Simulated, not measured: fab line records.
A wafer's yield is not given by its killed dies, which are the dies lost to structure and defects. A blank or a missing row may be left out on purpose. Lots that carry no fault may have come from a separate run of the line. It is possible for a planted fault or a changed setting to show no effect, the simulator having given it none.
Matching of chambers :: flow n5-finfet :: N5_BEOL_M4_ALD_98 on ald-sin-03 has 4 sister chambers
The step deposits SiO2, target thk 2.5 nm, pulse time 1 s, co reactant pulse time 1 s. 4 wafers are shown with their chamber, then 9 later ones without.

WAFERS WITH THEIR CHAMBER
wafer: L082.3
chamber: 1
heater-power-w (W): 93

wafer: L086.5
chamber: 3
heater-power-w (W): 83

wafer: L087.2
chamber: 0
heater-power-w (W): 75

wafer: L087.6
chamber: 2
heater-power-w (W): 81

WAFERS WITHOUT THEIR CHAMBER
wafer: L094.2
heater-power-w (W): 83

wafer: L094.3
heater-power-w (W): 78

wafer: L094.4
heater-power-w (W): 76

wafer: L097.2
heater-power-w (W): 81

wafer: L097.3
heater-power-w (W): 76

wafer: L097.5
heater-power-w (W): 84

wafer: L096.1
heater-power-w (W): 75

wafer: L096.3
heater-power-w (W): 79

wafer: L096.5
heater-power-w (W): 76

WHICH CHAMBER EACH ONE RAN IN
wafer: L094.2
from the rows above: can't be placed: 3 or 2
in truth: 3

wafer: L094.3
from the rows above: can't be placed: 0 or 2 or 3
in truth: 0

wafer: L094.4
from the rows above: 0
in truth: 0

wafer: L097.2
from the rows above: can't be placed: 2 or 3
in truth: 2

wafer: L097.3
from the rows above: 0
in truth: 0

wafer: L097.5
from the rows above: can't be placed: 3 or 2
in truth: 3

wafer: L096.1
from the rows above: 0
in truth: 0

wafer: L096.3
from the rows above: can't be placed: 2 or 0 or 3
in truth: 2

wafer: L096.5
from the rows above: 0
in truth: 0
Correct placement for 4 of the 9. From these rows, 5 cannot be placed; in 5 the true chamber is one of the candidates. Placed wrongly: 0.
How it was worked out, from the rows above alone: a wafer's distance from a chamber is the root of the sum, over the readings, of the square of ((its reading less the chamber's mean) divided by the reading's scatter). If the next closest chamber is less than 2 further off than the closest, the wafer can't be placed; otherwise it belongs to the closest. For every chamber, the mean is computed from those of its wafers that are shown. The scatter: root of mean squared gap, hidden wafer to nearest shown wafer, with one shown wafer a chamber.
